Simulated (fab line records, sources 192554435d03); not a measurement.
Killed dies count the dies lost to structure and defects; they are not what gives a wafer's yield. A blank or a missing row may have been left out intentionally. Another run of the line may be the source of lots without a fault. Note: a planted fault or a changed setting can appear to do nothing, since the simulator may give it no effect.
fab line records	flow n5-finfet
record: lots: 4	wafers: 12	last-day: 17
route steps=1938 shown BEOL_M4@1099 BEOL_M5@1112 BEOL_M8@1350 PASSIVATION@1936
lots that met no fault: taken from a fault-free run of the same line
start-h: hours from the record's first day to the start of the lot's first wafer shown	wait-h: hours elapsed since this lot's preceding step	" as in the row above	L1.1+2: a single row standing in for several wafers	- value missing, or start not given	* or withheld: withheld	< > ~ a bound
route shown NAME@n: a module of which the file shows steps, and the number in the route of the first	usual: average and standard deviation across the fault-free wafers	same: alike in all rows	chamber/n: place in a boat	sites: each site's reading	_std_site: the values' standard deviation	_edge_site: the outer-site mean with the inner-site mean subtracted	radius-mm: how far each site lies from the wafer's centre	mask NAME#n: copy n	behind: the tool/chamber that last shaped the wafer	hold: reason for holding the lot/hours on hold/outcome of the hold	device: the n, p or np transistor that did not switch	end of line: the tests these same wafers got at the end of their route	a step given without rows: its recipe and nothing more	killed: the dies lost at the first sort to structure and to defects; this is not the yield of the wafer	map: shows each die of a wafer: x if killed, . if not, _ if none is there
set.NAME: the run value of the setting; set.NAME@STEP: its run value at that earlier step	model.NAME: the simulator's own value behind a step, which no gauge read
lots at selected steps of the route; one table per step, one row per wafer
services: when a tool's chamber went out of use (start-h, in hours from the record's first day, below 0 if earlier), for how many hours, and the reason
== steps ==
step: N5_BEOL_M4_ANNEAL_95
recipe: temp-c: 400	time-s: 240	ambient: vacuum
step: N5_BEOL_M4_SPUTTER_96
recipe: material: Cu	target-thk-a: 45	temp-c: -20	chamber-pressure-pa: 0.07	power-w: withheld	time-s: 8.29
step: N5_BEOL_M4_ECD_50
recipe: material: Cu	target-thk-a: 3000
step: N5_BEOL_M4_ANNEAL_51
recipe: temp-c: 225	time-s: 90	ambient: N2
step: N5_BEOL_M4_CMP_52
recipe: stop-on: SiOC	t-overpolish-s: 6.8	down-force-psi: 1	platen-rpm: 50	clearing-platen-down-force-psi: 1.5	clearing-platen-rpm: 50	post-cmp-clean: cu-alkaline	target-thk-nm: 40	clearing-platen-pad-velocity-m-s: 0.99484	pad-velocity-m-s: 0.99484
step: N5_BEOL_M4_PRE_CLEAN_60
recipe: gas: NH3/H2	time-s: 15	temp-c: *	rf-power-w: 300
step: N5_BEOL_M4_CO_CAP_55
recipe: material: Co	target-thk-a: 20	temp-c: 200	precursor: CCTBA/H2	pressure-torr: 30	time-s: 102.1
step: N5_BEOL_M4_PRE_CLEAN_56
recipe: gas: NH3	time-s: 15	temp-c: withheld	rf-power-w: 300
step: N5_BEOL_M4_DEP_57
recipe: material: SiCN	target-thk-a: 80	temp-c: withheld	precursor: 3MS/NH3	pressure-torr: 3	rf-w: 202	time-s: 14
step: N5_BEOL_M4_RC_MEAS_101
usual: DIBL_N: 36.1/2	DIBL_P: 36.3/2.4	IOFF_N: 0.15/0.035	IOFF_P: 0.21/0.039	ION_N: 672/15	ION_P: 463/9.7	SS_N: 71.5/0.7	SS_P: 73.2/0.75	VT_N: 251/3.6	VT_P: -250/3.8
lot.wafer	tool	chamber	start-h	wait-h	DIBL_N[mV/V]	DIBL_P[mV/V]	IOFF_N[nA/um]	IOFF_P[nA/um]	ION_N[uA/um]	ION_P[uA/um]	SS_N[mV/dec]	SS_P[mV/dec]	VT_N[mV]	VT_P[mV]
L279.1	prober-01	0	174.26	0.0	35.5	35.3	0.14	0.20	668	469	70.8	72.7	252	-247
L279.3	"	0	"	"	37.1	36.5	0.15	0.21	655	457	72.1	73.5	255	-249
L279.6	"	0	"	"	34.0	33.5	0.11	0.18	651	456	70.9	72.8	257	-251
L295.2	prober-02	0	276.15	0.2	35.7	36.1	0.15	0.21	685	468	72.0	74.1	252	-251
L295.4	"	0	"	"	33.8	32.8	0.12	0.18	659	456	71.5	72.4	252	-250
L295.6	"	0	"	"	37.7	39.1	0.19	0.27	684	473	72.7	74.9	247	-248
L296.1	prober-02	0	279.18	0.0	32.7	31.9	0.09	0.16	658	466	70.7	71.7	255	-251
L296.3	"	0	"	"	36.9	36.4	0.15	0.22	658	455	71.9	72.9	254	-249
L296.5	"	0	"	"	36.4	36.5	0.15	0.23	686	476	71.2	73.0	251	-248
L302.1	prober-02	0	306.59	0.0	37.4	37.0	0.18	0.25	682	466	71.8	73.7	247	-246
L302.2	"	0	"	"	34.5	33.2	0.13	0.19	672	467	70.8	72.8	253	-248
L302.4	"	0	"	"	35.6	34.8	0.14	0.21	681	475	71.1	73.0	249	-248
step: N5_BEOL_M5_ILD_DEP_00
recipe: material: SiCOH_lowk	target-thk-a: 1406.4	temp-c: 300	precursor: DEMS/porogen	pressure-torr: 5	rf-w: 500	time-s: 25.9
step: N5_BEOL_M5_CURE_79
recipe: temp-c: 385	time-s: 240	ambient: He/Ar	material: SiCOH_lowk
step: N5_BEOL_M5_PECVD_70
recipe: material: SiO2	target-thk-a: 160	temp-c: 400	precursor: TEOS/O2	pressure-torr: 5.5	rf-w: 450	teos-flow-sccm: 53.8	gas: O2	flow-sccm: 3000	time-s: 18
step: N5_BEOL_M5_HM_DEP_02
recipe: material: TiN	target-thk-a: 200	temp-c: 25	chamber-pressure-pa: 0.49996
step: N5_BEOL_M5_COAT_59
recipe: resist: SOC	temp-c: 250	time-s: 60	spin-rpm: 1500	resist-thk-nm: 60
step: N5_BEOL_M5_COAT_60
recipe: resist: SiARC	temp-c: 220	time-s: 60	spin-rpm: 1500	resist-thk-nm: 12
step: N5_BEOL_M5_COAT_71
recipe: resist: underlayer	temp-c: 205	time-s: 60	spin-rpm: 1500	resist-thk-nm: 5
step: N5_BEOL_M5_COAT_05
recipe: resist: CAR-EUV	spin-rpm: 1500	resist-thk-nm: 30
step: N5_BEOL_M5_EBR_07
recipe: solvent: PGMEA	ebr-width-mm: 1.5
step: N5_BEOL_M5_SOFTBAKE_06
recipe: temp-c: 110	time-s: 60	resist: CAR-EUV
step: N5_BEOL_M5_EXPOSE_08
recipe: mask-id: M5	na: 0.33	source-shape: annular	sigma-inner: 0.4	sigma-outer: 0.8	polarization: unpolarized	target-cd-nm: 28	dose-mj: 35.75
step: N5_BEOL_M5_PEB_09
recipe: peb-temp-c: 100	peb-time-s: 60	resist: CAR-EUV
step: N5_BEOL_M5_DEVELOP_10
recipe: develop-time-s: 30	developer: TMAH	resist: CAR-EUV	rinse-liquid: surfactant-rinse	dry: air-spin	dev-temp-c: 23
step: N5_BEOL_M5_DESCUM_16
recipe: chemistry: O2	time-s: 7	source-power-w: 50	bias-power-w: 20	pressure-mtorr: 20	rf-frequency-hz: 2.712e+07	temp-c: 40	resist: CAR-EUV	o2-flow-sccm: 225
step: N5_BEOL_M5_ETCH_72
recipe: chemistry: N2/H2	target: underlayer	target-depth-a: 65	mask-material: CAR-EUV	time-s: 5.2	ion-energy-ev: 200	pressure-mtorr: 30	source-w: 840	bias-w: 150	n2-flow-sccm: 200	h2-flow-sccm: 200	ends: cleared
step: N5_BEOL_M5_ETCH_61
recipe: chemistry: CF4	target: SiARC	target-depth-a: 156	mask-material: CAR-EUV	time-s: 26	ion-energy-ev: 80	pressure-mtorr: 40	source-w: 545	bias-w: 36	Ar_flow_sccm: 100	cf4-flow-sccm: 100	ends: cleared
step: N5_BEOL_M5_ETCH_62
recipe: chemistry: N2/H2	target: SOC	target-depth-a: 750	overetch-a: 150	mask-material: SiARC	temp-c: 40	time-s: 112.5	ion-energy-ev: 200	pressure-mtorr: 30	source-w: 840	bias-w: 150	n2-flow-sccm: 200	h2-flow-sccm: 200
step: N5_BEOL_M5_STRIP_63
recipe: chemistry: N2/H2	temp-c: 40	n2-flow-sccm: 200	h2-flow-sccm: 200	rf-frequency-hz: 6e+07
step: N5_BEOL_M5_STRIP_73
recipe: chemistry: N2/H2	temp-c: 40	n2-flow-sccm: 200	h2-flow-sccm: 200	rf-frequency-hz: 6e+07
step: N5_BEOL_M5_STRIP_64
recipe: chemistry: CF4	resist: SiARC	power-w: 300	bias-power-w: 75	pressure-mtorr: 50	cf4-flow-sccm: 150	rf-frequency-hz: 6e+07
step: N5_BEOL_M5_HM_OPEN_17
recipe: chemistry: Cl2/BCl3	target-depth-a: 200	overetch-a: 60	target: TiN	mask-material: SOC	ion-energy-ev: 150	pressure-mtorr: 10	icp-w: 1000	bias-w: 126	Cl2_flow_sccm: 53.25	bcl3-flow-sccm: 21.75	Ar_flow_sccm: 25
step: N5_BEOL_M5_STRIP_19
recipe: chemistry: O2	power-w: 400	temp-c: 40	pressure-mtorr: 30	rf-frequency-hz: 6e+07	bias-power-w: 0	overash-fraction: 0.2	o2-flow-sccm: 225
step: N5_BEOL_M5_COAT_65
recipe: resist: SOC	temp-c: 250	time-s: 60	spin-rpm: 1500	resist-thk-nm: 60
step: N5_BEOL_M5_COAT_66
recipe: resist: SiARC	temp-c: 220	time-s: 60	spin-rpm: 1500	resist-thk-nm: 12
step: N5_BEOL_M8_ETCH_62
recipe: chemistry: N2/H2	target: SOC	target-depth-a: 1100	overetch-a: 220	mask-material: SiARC	temp-c: 40	time-s: 165	ion-energy-ev: 200	pressure-mtorr: 30	source-w: 840	bias-w: 150	n2-flow-sccm: 200	h2-flow-sccm: 200
usual: drypump-motor-current-A: 5.5/0.39	oes-product-au: 0.67/0.067	rf-fwd-power-W: 837.6/2.4	rf-vpp-V: 523.6/2.6	showerhead-plenum-p-Torr: 2.53/0.09	throttle-valve-pct: 17.78/0.25
lot.wafer	tool	chamber	start-h	wait-h	drypump-motor-current-A	oes-product-au	rf-fwd-power-W	rf-hours-counter-h	rf-vpp-V	showerhead-plenum-p-Torr	throttle-valve-pct	model.SiARC_of_BEOL_M8_COAT_60.thk-nm
L279.1	rie-diel-01	2	209.12	0.0	5.4	0.70	838.5	82	524.8	2.56	17.58	27.8
L279.3	"	1	"	"	5.2	0.63	839.2	164	524.5	2.53	17.91	28.8
L279.6	"	2	"	"	5.4	0.70	842.8	-	524.8	2.56	17.57	27.8
L295.2	rie-diel-01	3	308.84	0.0	5.9	0.58	633.7	239	575.2	2.62	18.05	29.2
L295.4	"	1	"	"	5.2	0.60	635.3	197	572.2	2.52	17.97	29.8
L295.6	"	1	"	"	5.2	0.60	638.2	-	572.8	2.52	17.97	29.6
L296.1	rie-diel-01	0	311.24	0.0	6.0	0.71	634.3	83	571.5	2.45	17.61	29.2
L296.3	"	1	"	"	5.2	0.60	634.4	198	571.6	2.52	17.97	29.6
L296.5	"	3	"	"	5.9	0.58	637.7	-	575.2	2.62	18.04	29.2
L302.1	rie-diel-04	0	343.67	0.0	6.0	0.70	841.1	69	524.9	2.57	17.56	28.4
L302.2	"	3	"	"	5.1	0.69	836.4	63	525.4	2.59	17.45	28.2
L302.4	"	1	"	"	5.6	0.75	838.0	48	527.1	2.71	17.78	28.8
step: N5_BEOL_M8_OCD_MEAS_38
usual: trench-depth-nm: 92.7/2.2
lot.wafer	tool	chamber	start-h	wait-h	trench-depth-nm
L279.1	ocd-02	-	210.69	-	95.3
L279.3	"	-	"	"	90.4
L279.6	"	-	"	"	95.8
L295.2	ocd-02	-	310.61	-	87.9
L295.4	"	-	"	"	74.9
L295.6	"	-	"	"	79.9
L296.1	ocd-02	-	312.78	-	75.3
L296.3	"	-	"	"	75.5
L296.5	"	-	"	"	86.8
L302.1	ocd-01	-	346.02	-	87.1
L302.2	"	-	"	"	94.2
L302.4	"	-	"	"	91.5
step: N5_PASSIVATION_PROBE_49
usual: defect-limited-yield: 91.1/1.6	killed_at_M0_to_M3: 35/11	killed_at_M4_up: 13/5.4	killed-at-contacts: 13/6.5	killed-at-front-end: 40/14	killed-at-other: 4/3.1	killed-dies: 105/18	killed-open: 69/14	killed-short: 34/7.3	sort_bin_5_function: 5.2/0.96	sort_bin_6_memory: 3.4/0.77	sort-n-pass: 1075/19	sort-yield-pct: 91.1/1.6
same: gross-dies: 1180	killed-at-back-side: 0	sort_bin_4_leakage[%]: 0	sort_bin_8_speed[%]: 0
lot.wafer	tool	chamber	start-h	wait-h	defect-limited-yield[%]	killed_at_M0_to_M3	killed_at_M4_up	killed-at-contacts	killed-at-front-end	killed-at-other	killed-dies	killed-open	killed-short	sort_bin_5_function[%]	sort_bin_6_memory[%]	sort-n-pass	sort-yield-pct[%]
L279.1	prober-01	-	289.63	0.0	93.9	20	21	2	24	5	72	45	24	4.4	1.4	1108	93.9
L279.3	prober-01	-	289.73	0.1	90.6	38	21	17	34	1	111	75	35	5.3	3.8	1069	90.6
L279.6	prober-01	-	289.88	0.3	92.2	44	15	6	24	3	92	55	33	4.8	2.8	1088	92.2
L295.2	prober-01	-	374.11	0.1	90.2	20	37	16	34	9	116	65	34	5.5	4.1	1064	90.2
L295.4	prober-01	-	374.21	0.2	82.0	39	129	7	30	7	212	71	31	14.7	3.1	968	82.0
L295.6	prober-01	-	374.31	0.3	85.3	22	105	9	27	11	174	56	24	11.9	2.8	1006	85.3
L296.1	prober-02	-	381.14	0.0	75.2	50	153	13	75	2	293	97	55	18.9	5.3	887	75.2
L296.3	prober-02	-	381.24	0.1	75.5	50	194	7	37	1	289	76	34	20.0	3.9	891	75.5
L296.5	prober-02	-	381.34	0.2	87.1	34	47	16	54	1	152	86	38	8.1	4.7	1028	87.1
killed by level:class
L279.1 BEOL_M4:geometric-particle:open=10 STI_FIN_REVEAL:geometric-particle:open=7 BEOL_M0_SAQP:geometric-particle:open=7 BEOL_M0_SAQP:geometric-particle:short=4 BEOL_M5:geometric-particle:open=3 STARTING-WAFER:geometric-particle:short=3 STI_FIN_REVEAL:geometric-particle:short=2 DUMMY_GATE:geometric-particle:open=2
L279.3 MOL_CONTACT_COAG:geometric-particle:open=16 BEOL_M0_SAQP:geometric-particle:open=11 BEOL_M0_SAQP:geometric-particle:short=10 FIN_SAQP:geometric-particle:open=6 BEOL_M5:geometric-particle:open=6 STI_FIN_REVEAL:geometric-particle:open=5 GATE_CUT:geometric-particle:short=5 GATE_CUT:geometric-particle:open=4
L279.6 BEOL_M0_SAQP:geometric-particle:short=10 BEOL_M0_SAQP:geometric-particle:open=9 STI_FIN_REVEAL:geometric-particle:open=6 GATE_CUT:geometric-particle:short=6 BEOL_M3:geometric-particle:open=6 BEOL_M1:geometric-particle:open=5 BEOL_M2:geometric-particle:open=5 BEOL_M0_CUTY:coat-microbubble-printed=4
L295.2 BEOL_M8:area-etch=16 MOL_CONTACT_COAG:geometric-particle:open=13 FIN_SAQP:geometric-particle:open=7 BEOL_M4:geometric-particle:open=7 STI_FIN_REVEAL:geometric-particle:open=6 BEOL_M3:geometric-particle:open=6 FIN_SAQP:geometric-particle:short=5 BEOL_M0_SAQP:geometric-particle:short=5
L295.4 BEOL_M8:area-etch=110 BEOL_M0_SAQP:geometric-particle:open=15 DUMMY_GATE:geometric-particle:open=7 BEOL_M0_SAQP:geometric-particle:short=7 BEOL_M4:geometric-particle:open=6 BEOL_M1:geometric-particle:open=6 STI_FIN_REVEAL:geometric-particle:open=5 FIN_SAQP:geometric-particle:open=4
L295.6 BEOL_M8:area-etch=92 FIN_SAQP:geometric-particle:open=7 MOL_CONTACT_COAG:geometric-particle:open=7 BEOL_M4:geometric-particle:open=7 STI_FIN_REVEAL:geometric-particle:open=6 BEOL_M2:geometric-particle:open=6 FIN_SAQP:geometric-particle:short=4 BEOL_M1:geometric-particle:open=4
L296.1 BEOL_M8:area-etch=141 STI_FIN_REVEAL:geometric-particle:open=25 BEOL_M0_SAQP:geometric-particle:open=12 BEOL_M0_SAQP:geometric-particle:short=11 FIN_SAQP:geometric-particle:open=9 GATE_CUT:geometric-particle:short=9 BEOL_M1:geometric-particle:open=9 FIN_SAQP:geometric-particle:short=7
L296.3 BEOL_M8:area-etch=179 BEOL_M0_SAQP:geometric-particle:short=17 STI_FIN_REVEAL:geometric-particle:open=11 BEOL_M1:geometric-particle:open=11 BEOL_M3:geometric-particle:open=9 BEOL_M4:geometric-particle:open=8 BEOL_M0_SAQP:geometric-particle:open=7 STARTING-WAFER:geometric-particle:open=7
L296.5 BEOL_M8:area-etch=28 STI_FIN_REVEAL:geometric-particle:open=21 MOL_CONTACT_COAG:geometric-particle:open=13 FIN_SAQP:geometric-particle:open=10 BEOL_M0_SAQP:geometric-particle:short=10 BEOL_M0_SAQP:geometric-particle:open=8 BEOL_M4:geometric-particle:open=8 GATE_CUT:geometric-particle:short=5
map L295.4 (x killed, . not)
_________________.........x..________________
______________............x.x..._____________
___________..x.....................__________
__________.........x..x....x....x..._________
________...x....x.x.x.............x..._______
_______......x............x........x...______
______.x.......xxxx.x.....x...........xx_____
_____........xxxx........x....x..........____
____..............xxx........x....x.x....x___
___..........x..xx..x..............x.......__
___.........x.x.xx...............x.........__
__............x.x...xx..x.xx.x.............._
__............x..x.xx....................x.x_
_............xxxxx.x................x...x....
_....x.....x.xxx.x.xx....x..........x.x.....x
_x......x..x....xx.....xx..............xx...x
_...x.........xxx.x..x......x....x.....xxx..x
_............xxxxx.........x...x....x..x....x
_..x......x...xx.xx.................x.xx...x.
_.....x..x...x.xx......x......x.x............
_..........x.....xx......x....x..........x...
__...............x...............x.....x...._
__...........xxxx...........x..x............_
___........................................__
___....xx.....x...........x.....xx..xx.....__
____.........x.....xxx..xxx...............___
_____.x...............x..x...........x...____
______..............xx....xxx...x......._____
_______..xx......x...x....xxxxxx.......______
________....xx.........xxxxxxx.xx.xx.._______
__________x..........x.....xxx..x..._________
___________.............x..xxxx....__________
______________........x...x.xx.._____________
_________________.........xx.________________
map L296.1 (x killed, . not)
_________________..xx.xx.xx..________________
______________...xx.x.xx.....x.x_____________
___________..x.xx.......xx....x....__________
__________......x......x.........xx._________
________...x............x......x.x.xx._______
_______......x...x...xx.xx.......x...xx______
______...x......x.xx....x.xxx.xx...x.xx._____
_____..x.x...xx..xxxxxxxxxxxx....x....x..____
____...x..x.xx...xxxxxxx........x.x.......___
___......x.......xxxxxxxx........x..x....xx__
___x............x.xxxxxxx.x..xx.xx....x....__
__...xx.....x...xxxxx.xx.....x..x.......x..._
__........x.........xxx...x...x..x...xx.xx.._
_...............x....x..x....x..........xx.x.
_......x..x...xx.....x.xx..x.....x.......x...
_...x.x..x........x..xxxxxx..................
_........x..............xxxxx....x..........x
_........x......x..xx.x..xx.x..xx.....x..x...
_.......x..x.xx..........x...................
_............x..x....................x...x...
_.......x.x....x....x..xx...........xx....x..
__.xx.xx...........x...x.x.x..x....xxx......_
__........x......x.x.x...x...xx.x.x.x...x..._
___.....x..........x.x...x...........xx....__
___.x.......x..xx.xx.....x.....x.x.x.x.....__
____.......x.........xx...x.x.x........x.x___
_____......x.......x.x.x....x.....x....x.____
______..x..x....x..x...x..x...x........._____
_______........x......xxxxx....x.xxx...______
________.x........x...x..x.....x.x...._______
__________....x....x.x..x.......x.x._________
___________..............xxx...x..x__________
______________.x...x.x.........._____________
_________________....x.....x.________________
== services ==
tool	chamber	start-h	hours	kind
rie-diel-01	3	195.47	16.5	repair
rie-diel-04	1	196.86	-	clean
rie-diel-04	1	196.86	-	consumable-replace:focus-ring
rie-diel-04	1	196.86	-	consumable-replace:showerhead
rie-diel-04	1	196.86	14.6	scheduled-down
rie-diel-04	1	196.86	14.6	vent-cycle
rie-diel-04	0	199.60	4.3	repair
rie-diel-04	2	211.62	-	clean
rie-diel-04	2	211.62	-	consumable-replace:focus-ring
rie-diel-04	2	211.62	19.5	scheduled-down
rie-diel-04	2	211.62	19.5	vent-cycle
rie-diel-01	-	259.93	15.6	pm
rie-diel-01	1	286.84	1.3	repair
rie-diel-01	0	311.92	8.4	repair
rie-diel-01	3	337.19	-	clean
rie-diel-01	3	337.19	-	consumable-replace:focus-ring
rie-diel-01	3	337.19	15.0	scheduled-down
rie-diel-01	3	337.19	15.0	vent-cycle
== key ==
first-sign: step: N5_BEOL_M8_ETCH_62	reading: rf-fwd-power-W	direction: down	sigmas: 83	usual: *	struck: *
effect: step: N5_BEOL_M8_ETCH_62	reading: rf-vpp-V	direction: up	sigmas: 19	usual: 523.6	struck: 573.1
effect: step: N5_BEOL_M8_OCD_MEAS_38	reading: trench-depth-nm	direction: down	sigmas: 5.7	usual: 92.7	struck: 80.1	wafers-moved: 5
effect: step: N5_PASSIVATION_PROBE_49	reading: killed_at_M4_up	direction: up	sigmas: 18	usual: 13	struck: 111
model-effect: step: N5_BEOL_M8_ETCH_62	value: SiARC_of_BEOL_M8_COAT_60.thk-nm	without: 28.47	struck: 29.43
more-kills-born-at: N5_BEOL_M8_ETCH_62@rie-diel-01: 566
met-at N5_BEOL_M8_ETCH_62
struck-wafers L295.2,L295.4,L295.6,L296.1,L296.3,L296.5
onset-between 209.12 308.84
fault: kind: process-parameter-drift	tool: rie-diel-01	chamber: -	onset-h: 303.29	steps: N5_BEOL_M8_ETCH_62	channel: source-w	offset: -201.6	shape: step	end-h: 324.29	acts-in: these-recipes-only	stated: 840
